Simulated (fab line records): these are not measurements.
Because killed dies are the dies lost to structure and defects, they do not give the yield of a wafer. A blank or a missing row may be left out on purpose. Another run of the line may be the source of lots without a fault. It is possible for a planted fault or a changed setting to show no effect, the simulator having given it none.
What tool caused it? + flow n5-finfet + route of 1938 steps, sampled at 1 step: 10 lots, 30 wafers

== WHAT EACH GAUGE READ, for each wafer ==
N5_BEOL_M3_CD_MEAS_35: target cd 18 nm, target cd y 21 nm.
| lot  | measured     | on        | cd-nm (nm)     |
|------|--------------|-----------|----------------|
| L510 | day 7 05:33  | cd-sem-03 | 18.1 17.8 18.1 |
| L514 | day 8 10:54  | cd-sem-03 | 17.9 18.1 18.6 |
| L519 | day 9 17:27  | cd-sem-01 | 18.1 17.9 17.9 |
| L527 | day 11 17:30 | cd-sem-03 | 17.8 17.1 18.0 |
| L524 | day 11 17:56 | cd-sem-01 | 17.1 17.5 17.9 |
| L526 | day 11 22:15 | cd-sem-02 | 17.5 18.2 17.6 |
| L531 | day 12 14:04 | cd-sem-01 | 18.1 18.0 17.9 |
| L530 | day 12 22:58 | cd-sem-02 | 18.3 18.0 17.5 |
| L532 | day 13 14:20 | cd-sem-01 | 17.5 17.5 17.9 |
| L533 | day 14 01:28 | cd-sem-02 | 18.2 17.9 17.8 |

== TOOL THAT RAN EACH LOT (tool first, then ch and the chambers of the sampled wafers, then the start) ==
The record holds no process step before these readings.

== THE ANSWER, worked out from the rows above alone ==
Rule: usual is defined by the lots themselves. The widest of any qualifying gaps counts: lots, ordered by their means at a reading, are off when they make up no more than a third of the lots, leave a main group of 4 or more, and stand apart from it by 3 or more times the standard deviation of that group's means. If all means in a main group match to the digits the tables above print for the reading, that group is not used. A lot without any number at a reading at which 4 lots or more have one is off too. Where the step has rows for the other lots, those lots are counted as sound.
No lot is off on any of the readings shown, so nothing can be concluded from this.

== WHAT THE SIMULATOR HAD INSERTED ==
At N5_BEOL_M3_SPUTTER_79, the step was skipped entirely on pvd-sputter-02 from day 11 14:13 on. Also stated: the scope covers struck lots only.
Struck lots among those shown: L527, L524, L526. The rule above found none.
